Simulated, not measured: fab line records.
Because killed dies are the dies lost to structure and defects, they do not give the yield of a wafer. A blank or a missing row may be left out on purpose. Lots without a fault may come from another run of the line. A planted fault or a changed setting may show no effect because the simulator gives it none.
fab line records	flow n5_finfet
record: lots: 7	wafers: 21
route steps=1938 shown BEOL_M7@1293 BEOL_M8@1350 BEOL_M11@1539
start_h: hours from the record's first day to the start of the lot's first wafer shown	wait_h: hours since the lot's step before	" the same as in the row above	L1.1+2: a row that stands for several wafers	- no value, or no start given	* or withheld: withheld	< > ~ a bound
route shown NAME@n: NAME is a module with steps in the file, n the number in the route of the first one	usual: the fault-free wafers' mean and standard deviation	same: alike in all rows	chamber/n: place in a boat	sites: readings site by site	_std_site: the values' standard deviation	_edge_site: inner sites' mean taken away from outer sites' mean	radius_mm: how far each site lies from the wafer's centre	mask NAME#n: copy n	behind: the tool/chamber that last shaped the wafer	hold: the reason the lot was held/the length of the hold in hours/how it ended	device: names the non-switching transistor (n, p or np)	end of line: tests run on the same wafers once the route is complete	for a step that has no rows: nothing shown but its recipe	killed: dies that structure and defects cost at the first sort, which is not the same as the wafer's yield	map: dies across one wafer; x = killed, . = not, _ = none there
set.NAME: setting as actually run; set.NAME@STEP: the setting as run at that earlier step	model.NAME: the simulator's own value behind a step, which no gauge read
lots whose settings were changed on purpose; a table a step, a row a wafer
== steps ==
step: N5_BEOL_M7_EXPOSE_25
recipe: mask_id: V6	na: 0.33	source_shape: annular	sigma_inner: 0.4	sigma_outer: 0.8	polarization: unpolarized	target_cd_nm: 40	dose_mj: 42.5
lot.wafer	tool	chamber	start_h	wait_h	mask	set.dose_mj
L074.2	euv_scanner-02	0	203.07	-	V6#0	42.5
L074.3+6	"	0	"	"	V6#0	40.1
L076.1	euv_scanner-02	0	203.86	-	V6#0	42.5
L076.4+5	"	0	"	"	V6#0	45.25
L079.3	euv_scanner-02	0	221.97	-	V6#0	42.5
L079.4+5	"	0	"	"	V6#0	43.97
L087.3+4+6	euv_scanner-02	0	261.98	-	V6#0	45.07
L094.4+5+6	euv_scanner-02	0	306.84	-	V6#0	42.5
L092.4+5+6	euv_scanner-01	0	312.00	-	V6#0	42.5
L097.3+5+6	euv_scanner-02	0	338.48	-	V6#0	42.5
step: N5_BEOL_M7_PEB_26
recipe: peb_temp_c: 100	peb_time_s: 60	resist: CAR-EUV
step: N5_BEOL_M7_DEVELOP_27
recipe: develop_time_s: 30	developer: TMAH	resist: CAR-EUV	rinse_liquid: surfactant_rinse	dry: air_spin	dev_temp_c: 23
step: N5_BEOL_M7_CD_MEAS_28
recipe: target_cd_nm: 40	landing_energy_ev: 500	detector: se_inlens
usual: cd_nm: 40.03/0.25
lot.wafer	tool	chamber	start_h	wait_h	set.dose_mj@BEOL_M7_EXPOSE_25	cd_nm
L074.2	cd_sem-03	0	203.19	-	42.5	39.67
L074.3	"	0	"	"	40.1	38.63
L074.6	"	0	"	"	40.1	38.31
L076.1	cd_sem-01	0	203.99	-	42.5	39.81
L076.4	"	0	"	"	45.25	41.45
L076.5	"	0	"	"	45.25	41.58
L079.3	cd_sem-02	0	222.09	-	42.5	39.81
L079.4	"	0	"	"	43.97	40.06
L079.5	"	0	"	"	43.97	40.56
L087.3	cd_sem-03	0	262.10	-	45.07	41.44
L087.4	"	0	"	"	45.07	41.04
L087.6	"	0	"	"	45.07	41.43
L094.4	cd_sem-03	0	306.96	-	42.5	40.16
L094.5	"	0	"	"	42.5	39.74
L094.6	"	0	"	"	42.5	40.10
L092.4	cd_sem-01	0	312.12	-	42.5	40.38
L092.5	"	0	"	"	42.5	40.25
L092.6	"	0	"	"	42.5	40.10
L097.3	cd_sem-03	0	338.60	-	42.5	40.40
L097.5	"	0	"	"	42.5	40.13
L097.6	"	0	"	"	42.5	39.93
step: N5_BEOL_M7_DESCUM_33
recipe: chemistry: O2	time_s: 7	source_power_w: 50	bias_power_w: 20	pressure_mtorr: 20	rf_frequency_hz: 2.712e+07	temp_c: 40	resist: CAR-EUV	o2_flow_sccm: 225
lot.wafer	tool	chamber	start_h	wait_h	set.dose_mj@BEOL_M7_EXPOSE_25	model.BEOL_M7.cd_nm
L074.2	rie_diel-06	0	203.46	0.2	42.5	39.8
L074.3	"	1	"	"	40.1	38.8
L074.6	"	0	"	"	40.1	38.6
L076.1	rie_diel-02	1	204.35	0.3	42.5	39.6
L076.4+5	"	3,2	"	"	45.25	41.4
L079.3	rie_diel-02	1	222.21	0.0	42.5	39.6
L079.4+5	"	3,0	"	"	43.97	40.6
L087.3	rie_diel-06	0	262.29	0.1	45.07	41.4
L087.4+6	"	1,3	"	"	45.07	41
L094.4	rie_diel-02	0	307.09	0.0	42.5	40.2
L094.5+6	"	2,1	"	"	42.5	40
L092.4+6	rie_diel-02	3,0	312.24	0.0	42.5	40.2
L092.5	"	1	"	"	42.5	40
L097.3	rie_diel-01	1	338.89	0.2	42.5	39.6
L097.5	"	2	"	"	42.5	40
L097.6	"	1	"	"	42.5	39.8
step: N5_BEOL_M7_ETCH_72
recipe: chemistry: N2/H2	target: underlayer	target_depth_a: 65	mask_material: CAR-EUV	time_s: 5.2	ion_energy_ev: 200	pressure_mtorr: 30	source_w: 840	bias_w: 150	n2_flow_sccm: 200	h2_flow_sccm: 200	ends: cleared
lot.wafer	tool	chamber	start_h	wait_h	set.dose_mj@BEOL_M7_EXPOSE_25	model.BEOL_M7.cd_nm
L074.2	rie_diel-06	0	203.49	0.0	42.5	39.8
L074.3	"	2	"	"	40.1	38.6
L074.6	"	2	"	"	40.1	38.4
L076.1	rie_diel-02	1	204.38	0.0	42.5	39.6
L076.4+5	"	3,2	"	"	45.25	41.4
L079.3	rie_diel-02	1	222.25	0.0	42.5	39.6
L079.4+5	"	3,0	"	"	43.97	40.6
L087.3	rie_diel-06	0	262.32	0.0	45.07	41.4
L087.4	"	1	"	"	45.07	40.8
L087.6	"	3	"	"	45.07	41
L094.4	rie_diel-02	0	307.12	0.0	42.5	40.2
L094.5+6	"	2,1	"	"	42.5	40
L092.4+6	rie_diel-02	3,0	312.27	0.0	42.5	40.2
L092.5	"	1	"	"	42.5	40
L097.3	rie_diel-01	1	338.93	0.0	42.5	39.6
L097.5	"	2	"	"	42.5	40.2
L097.6	"	1	"	"	42.5	39.8
step: N5_BEOL_M7_ETCH_65
recipe: chemistry: CF4	target: SiARC	target_depth_a: 156	mask_material: CAR-EUV	time_s: 26	ion_energy_ev: 80	pressure_mtorr: 40	source_w: 545	bias_w: 36	Ar_flow_sccm: 100	cf4_flow_sccm: 100	ends: cleared
lot.wafer	tool	chamber	start_h	wait_h	set.dose_mj@BEOL_M7_EXPOSE_25	model.BEOL_M7.cd_nm
L074.2	rie_diel-06	0	203.51	0.0	42.5	39.6
L074.3	"	2	"	"	40.1	38.6
L074.6	"	2	"	"	40.1	38.4
L076.1	rie_diel-02	1	204.40	0.0	42.5	39.6
L076.4+5	"	3,2	"	"	45.25	41.4
L079.3	rie_diel-02	1	222.26	0.0	42.5	39.6
L079.4+5	"	3,0	"	"	43.97	40.4
L087.3	rie_diel-06	0	262.34	0.0	45.07	41.4
L087.4+6	"	1,3	"	"	45.07	41
L094.4+5+6	rie_diel-02	0,2,1	307.14	0.0	42.5	40
L092.4	rie_diel-02	3	312.29	0.0	42.5	40
L092.5	"	1	"	"	42.5	39.8
L092.6	"	0	"	"	42.5	40.2
L097.3+6	rie_diel-01	1	338.94	0.0	42.5	39.6
L097.5	"	2	"	"	42.5	40
step: N5_BEOL_M7_ETCH_66
recipe: chemistry: N2/H2	target: SOC	target_depth_a: 800	overetch_a: 160	mask_material: SiARC	temp_c: 40	time_s: 120	ion_energy_ev: 200	pressure_mtorr: 30	source_w: 840	bias_w: 150	n2_flow_sccm: 200	h2_flow_sccm: 200
lot.wafer	tool	chamber	start_h	wait_h	set.dose_mj@BEOL_M7_EXPOSE_25	model.BEOL_M7.cd_nm
L074.2	rie_diel-06	0	203.54	0.0	42.5	39.4
L074.3	"	2	"	"	40.1	38.4
L074.6	"	2	"	"	40.1	38.2
L076.1	rie_diel-02	1	204.43	0.0	42.5	39.8
L076.4	"	3	"	"	45.25	41.6
L076.5	"	2	"	"	45.25	40.8
L079.3	rie_diel-02	1	222.29	0.0	42.5	39.8
L079.4	"	3	"	"	43.97	40.6
L079.5	"	0	"	"	43.97	40.4
L087.3	rie_diel-06	0	262.37	0.0	45.07	41.4
L087.4	"	1	"	"	45.07	40.8
L087.6	"	3	"	"	45.07	41.2
L094.4+6	rie_diel-02	0,1	307.20	0.0	42.5	39.8
L094.5	"	2	"	"	42.5	39.6
L092.4	rie_diel-02	3	312.32	0.0	42.5	40.4
L092.5+6	"	1,0	"	"	42.5	39.8
L097.3	rie_diel-01	1	338.97	0.0	42.5	39.6
L097.5	"	2	"	"	42.5	40
L097.6	"	1	"	"	42.5	39.8
step: N5_BEOL_M8_ETCH_62
recipe: chemistry: N2/H2	target: SOC	target_depth_a: 1100	overetch_a: 220	mask_material: SiARC	temp_c: 40	time_s: 165	ion_energy_ev: 200	pressure_mtorr: 30	source_w: 840	bias_w: 150	n2_flow_sccm: 200	h2_flow_sccm: 200
usual: rf_vpp_V: 524/3.5
lot.wafer	tool	chamber	start_h	wait_h	set.source_w	rf_vpp_V
L074.2	rie_diel-05	0	208.61	0.0	740.1	545
L074.3	"	1	"	"	740.1	550
L074.6	"	3	"	"	840	527
L076.1	rie_diel-05	3	210.72	0.0	702.8	558
L076.4	"	1	"	"	840	528
L076.5	"	2	"	"	702.8	554
L079.3	rie_diel-05	0	229.34	0.0	688.8	557
L079.4	"	1	"	"	688.8	564
L079.5	"	0	"	"	840	521
L087.3	rie_diel-04	1	269.49	0.0	780.7	532
L087.4	"	1	"	"	840	520
L087.6	"	3	"	"	840	528
L094.4	rie_diel-04	3	313.77	0.1	898.2	516
L094.5	"	2	"	"	840	528
L094.6	"	1	"	"	840	521
L092.4	rie_diel-05	3	320.49	0.0	840	528
L092.5	"	1	"	"	840	527
L092.6	"	0	"	"	840	522
L097.3	rie_diel-05	2	346.66	0.0	840	520
L097.5	"	3	"	"	939.9	509
L097.6	"	0	"	"	840	523
step: N5_BEOL_M8_DEP_56
recipe: material: SiCN	target_thk_a: 100	temp_c: withheld	precursor: 3MS/NH3	pressure_torr: 3	rf_w: 202	time_s: 17.5
lot.wafer	tool	chamber	start_h	wait_h	set.time_s	model.SiCN_of_BEOL_M8_DEP_56.thk_nm
L074.2	pecvd-04	1	213.40	0.0	17.5	9.6
L074.3	"	2	"	"	14.93	8.4
L074.6	"	1	"	"	14.93	8.8
L076.1	pecvd-04	0	214.72	0.0	19.45	11.2
L076.4	"	1	"	"	17.5	10.4
L076.5	"	2	"	"	17.5	10.2
L079.3+5	pecvd-04	1,0	234.62	0.0	17.5	9.8
L079.4	"	2	"	"	17.5	10
L087.3	pecvd-02	2	277.11	0.0	17.5	10
L087.4	"	1	"	"	17.5	9.8
L087.6	"	1	"	"	17.5	10.2
L094.4	pecvd-04	0	322.45	0.0	19.85	11.4
L094.5	"	2	"	"	19.85	11.2
L094.6	"	1	"	"	17.5	10
L092.4+5	pecvd-02	1,2	330.36	0.0	17.5	10
L092.6	"	0	"	"	17.5	10.4
L097.3	pecvd-04	1	353.08	0.0	17.5	10
L097.5+6	"	2,0	"	"	17.5	10.2
step: N5_BEOL_M11_PECVD_70
recipe: material: SiO2	target_thk_a: 200	temp_c: 400	precursor: TEOS/O2	pressure_torr: 5.5	rf_w: 450	teos_flow_sccm: 53.8	gas: O2	flow_sccm: 3000	time_s: 22.7
lot.wafer	tool	chamber	start_h	wait_h	set.time_s	model.SiO2_of_BEOL_M11_PECVD_70.thk_nm
L074.2	pecvd-01	1	228.49	0.0	20.61	17.8
L074.3+6	"	0,1	"	"	22.7	19.8
L076.1	pecvd-04	1	231.99	0.0	22.7	20
L076.4	"	2	"	"	24.52	21.8
L076.5	"	0	"	"	22.7	20.4
L079.3	pecvd-04	1	249.00	0.1	22.7	20
L079.4	"	2	"	"	25.51	22.6
L079.5	"	2	"	"	22.7	20.2
L087.3	pecvd-01	2	297.05	0.0	24.54	21.6
L087.4	"	2	"	"	22.7	20.4
L087.6	"	1	"	"	22.7	19.8
L094.4+5	pecvd-03	0	340.73	0.1	20.96	18.6
L094.6	"	2	"	"	22.7	20.2
L092.4+5	pecvd-04	2,1	343.50	0.1	22.7	20
L092.6	"	0	"	"	22.7	20.4
L097.3	pecvd-03	2	372.35	0.1	22.7	19.8
L097.5	"	2	"	"	19.95	17.8
L097.6	"	0	"	"	22.7	20.6
step: N5_BEOL_M11_COAT_59
recipe: resist: SOC	temp_c: 250	time_s: 60	spin_rpm: 1500	resist_thk_nm: 100
lot.wafer	tool	chamber	start_h	wait_h	set.spin_rpm	model.SOC_of_BEOL_M11_COAT_59.thk_nm
L074.2	litho_track-02	0	229.02	0.1	1359	105.2
L074.3	"	0	"	"	1500	100
L074.6	"	0	"	"	1359	105
L076.1+4	litho_track-01	0	233.05	0.1	1500	99.6
L076.5	"	0	"	"	1500	99.8
L079.3	litho_track-02	0	249.44	0.1	1500	99.6
L079.4+5	"	0	"	"	1394	103.4
L087.3+6	litho_track-05	0	298.52	0.1	1500	100
L087.4	"	0	"	"	1500	99.8
L094.4	litho_track-02	0	340.92	0.1	1500	100.2
L094.5	"	0	"	"	1500	99.4
L094.6	"	0	"	"	1543	98.6
L092.4	litho_track-02	0	346.36	0.1	1500	100
L092.5+6	"	0	"	"	1500	99.8
L097.3	litho_track-05	0	376.46	0.1	1500	99.8
L097.5+6	"	0	"	"	1500	100
step: N5_BEOL_M11_COAT_60
recipe: resist: SiARC	temp_c: 220	time_s: 60	spin_rpm: 1500	resist_thk_nm: 30
step: N5_BEOL_M11_COAT_05
recipe: resist: CAR-ArF	spin_rpm: 1500	resist_thk_nm: 90
step: N5_BEOL_M11_DESCUM_16
recipe: chemistry: O2	time_s: 7.9	source_power_w: 50	bias_power_w: 20	pressure_mtorr: 20	rf_frequency_hz: 2.712e+07	temp_c: 40	resist: CAR-ArF	o2_flow_sccm: 225
step: N5_BEOL_M11_ETCH_61
recipe: chemistry: CF4	target: SiARC	target_depth_a: 390	mask_material: CAR-ArF	time_s: 65	ion_energy_ev: 80	pressure_mtorr: 40	source_w: 545	bias_w: 36	Ar_flow_sccm: 100	cf4_flow_sccm: 100	ends: cleared
step: N5_BEOL_M11_ETCH_62
recipe: chemistry: N2/H2	target: SOC	target_depth_a: 1100	overetch_a: 220	mask_material: SiARC	temp_c: 40	time_s: 165	ion_energy_ev: 200	pressure_mtorr: 30	source_w: 840	bias_w: 150	n2_flow_sccm: 200	h2_flow_sccm: 200
lot.wafer	tool	chamber	start_h	wait_h	set.spin_rpm@BEOL_M11_COAT_59	model.etch.depth_nm
L074.2	rie_diel-06	0	230.09	0.0	1359	105.2
L074.3	"	2	"	"	1500	99.95
L074.6	"	3	"	"	1359	105
L076.1	rie_diel-02	2	233.47	0.0	1500	99.51
L076.4	"	3	"	"	1500	99.61
L076.5	"	2	"	"	1500	99.81
L079.3	rie_diel-06	3	249.86	0.0	1500	99.66
L079.4	"	2	"	"	1394	103.4
L079.5	"	1	"	"	1394	103.3
L087.3	rie_diel-01	0	299.17	0.0	1500	99.94
L087.4	"	1	"	"	1500	99.79
L087.6	"	0	"	"	1500	99.95
L094.4	rie_diel-01	3	341.34	0.0	1500	100.2
L094.5	"	0	"	"	1500	99.49
L094.6	"	3	"	"	1543	98.53
L092.4	rie_diel-06	3	346.77	0.0	1500	100.1
L092.5	"	3	"	"	1500	99.86
L092.6	"	2	"	"	1500	99.76
L097.3	rie_diel-02	1	377.14	0.0	1500	99.82
L097.5	"	3	"	"	1500	99.91
L097.6	"	0	"	"	1500	99.96
step: N5_BEOL_M11_STRIP_68
recipe: chemistry: N2/H2	temp_c: 40	n2_flow_sccm: 200	h2_flow_sccm: 200	rf_frequency_hz: 6e+07
step: N5_BEOL_M11_STRIP_67
recipe: chemistry: CF4	resist: SiARC	power_w: 300	bias_power_w: 75	pressure_mtorr: 50	cf4_flow_sccm: 150	rf_frequency_hz: 6e+07
step: N5_BEOL_M11_STRIP_77
recipe: chemistry: N2/H2	time_s: 10	power_w: 450	temp_c: 40	pressure_mtorr: 20	rf_frequency_hz: 6e+07	bias_power_w: 7	n2_flow_sccm: 200	h2_flow_sccm: 200
step: N5_BEOL_M11_HM_STRIP_39
recipe: chemistry: peroxide_tin_strip	material: TiN	target_depth_a: 250	temp_c: 50	time_s: 158
lot.wafer	tool	chamber	start_h	wait_h	set.time_s@BEOL_M11_PECVD_70	model.SiO2_of_BEOL_M11_PECVD_70.thk_nm
L074.2	wet_bench-01	4	231.63	0.0	20.61	17.6
L074.3+6	"	3,0	"	"	22.7	19.6
L076.1	wet_bench-04	1	235.17	0.0	22.7	19.8
L076.4	"	4	"	"	24.52	21.6
L076.5	"	2	"	"	22.7	20.2
L079.3	wet_bench-06	0	252.00	0.0	22.7	19.8
L079.4	"	1	"	"	25.51	22.4
L079.5	"	6	"	"	22.7	20
L087.3	wet_bench-04	1	301.80	0.0	24.54	21.4
L087.4	"	4	"	"	22.7	20.2
L087.6	"	5	"	"	22.7	19.6
L094.4+5	wet_bench-04	3,4	346.12	0.0	20.96	18.4
L094.6	"	5	"	"	22.7	20.2
L092.4+5	wet_bench-04	4,3	350.11	0.0	22.7	19.8
L092.6	"	2	"	"	22.7	20.2
L097.3	wet_bench-06	2	380.70	0.0	22.7	19.8
L097.5	"	3	"	"	19.95	17.6
L097.6	"	4	"	"	22.7	20.4
== key ==
split: step: N5_BEOL_M7_EXPOSE_25	setting: dose_mj	stated: 42.5	by: wafer
response: step: N5_BEOL_M7_CD_MEAS_28	reading: cd_nm	change: +0.228	per: 1%	r: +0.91
response: step: N5_BEOL_M7_DESCUM_33	reading: model.BEOL_M7.cd_nm	change: +0.249	per: 1%	r: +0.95
response: step: N5_BEOL_M7_ETCH_72	reading: model.BEOL_M7.cd_nm	change: +0.262	per: 1%	r: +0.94
response: step: N5_BEOL_M7_ETCH_65	reading: model.BEOL_M7.cd_nm	change: +0.241	per: 1%	r: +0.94
response: step: N5_BEOL_M7_ETCH_66	reading: model.BEOL_M7.cd_nm	change: +0.206	per: 1%	r: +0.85
split: step: N5_BEOL_M8_ETCH_62	setting: source_w	stated: 840	by: wafer
response: step: N5_BEOL_M8_ETCH_62	reading: rf_vpp_V	change: -1.72	per: 1%	r: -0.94
split: step: N5_BEOL_M8_DEP_56	setting: time_s	stated: 17.5	by: wafer
response: step: N5_BEOL_M8_DEP_56	reading: model.SiCN_of_BEOL_M8_DEP_56.thk_nm	change: +0.0811	per: 1%	r: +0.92
split: step: N5_BEOL_M11_PECVD_70	setting: time_s	stated: 22.7	by: wafer
response: step: N5_BEOL_M11_PECVD_70	reading: model.SiO2_of_BEOL_M11_PECVD_70.thk_nm	change: +0.202	per: 1%	r: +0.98
response: step: N5_BEOL_M11_HM_STRIP_39	reading: model.SiO2_of_BEOL_M11_PECVD_70.thk_nm	change: +0.207	per: 1%	r: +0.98
split: step: N5_BEOL_M11_COAT_59	setting: spin_rpm	stated: 1500	by: wafer
response: step: N5_BEOL_M11_COAT_59	reading: model.SOC_of_BEOL_M11_COAT_59.thk_nm	change: -0.534	per: 1%	r: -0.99
response: step: N5_BEOL_M11_ETCH_62	reading: model.etch.depth_nm	change: -0.532	per: 1%	r: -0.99
